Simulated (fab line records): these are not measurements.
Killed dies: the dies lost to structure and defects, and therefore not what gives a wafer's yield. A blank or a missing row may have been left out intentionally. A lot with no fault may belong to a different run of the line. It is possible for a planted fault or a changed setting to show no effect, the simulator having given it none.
Chamber matching + flow nand-harc + NHARC_P_GATE_STRIP_101 on rie-diel-03: 4 sister chambers
The step strips in O2, time 20 s. 4 wafers are shown with their chamber, then 12 later ones without.

== EACH WAFER AND ITS CHAMBER ==
| wafer  | chamber | showerhead-plenum-p-Torr (Torr) |
|--------|---------|---------------------------------|
| L086.3 | 2       | 3.66                            |
| L086.5 | 1       | 3.35                            |
| L089.5 | 3       | 3.76                            |
| L089.6 | 0       | 3.72                            |

== WAFERS WITHOUT THEIR CHAMBER ==
| wafer  | showerhead-plenum-p-Torr (Torr) |
|--------|---------------------------------|
| L095.1 | 3.65                            |
| L095.2 | 3.35                            |
| L095.3 | 3.75                            |
| L095.4 | 3.72                            |
| L095.5 | 3.35                            |
| L095.6 | 3.65                            |
| L096.1 | 3.35                            |
| L096.4 | 3.65                            |
| L096.6 | 3.35                            |
| L097.1 | 3.72                            |
| L097.3 | 3.75                            |
| L097.4 | 3.65                            |

== CHAMBER TAKEN BY EACH ==
| wafer  | from the rows above | in truth |
|--------|---------------------|----------|
| L095.1 | 2                   | 2        |
| L095.2 | 1                   | 1        |
| L095.3 | 3                   | 3        |
| L095.4 | 0                   | 0        |
| L095.5 | 1                   | 1        |
| L095.6 | 2                   | 2        |
| L096.1 | 1                   | 1        |
| L096.4 | 2                   | 2        |
| L096.6 | 1                   | 1        |
| L097.1 | 0                   | 0        |
| L097.3 | 3                   | 3        |
| L097.4 | 2                   | 2        |
Placed correctly: 12 of 12. Not placeable from these rows: 0. Number placed wrongly: 0.
How it was worked out, from the rows above alone: a wafer's distance from a chamber is the root of the sum, over the readings, of the square of ((its reading less the chamber's mean) divided by the reading's scatter). The wafer belongs to the nearest chamber; if the next one is less than 2 further off, it can't be placed. Each chamber's mean is taken over the wafers shown for it. The scatter (one wafer shown for each chamber): square how far every hidden wafer sits from the nearest shown wafer, average those squares and take the square root.
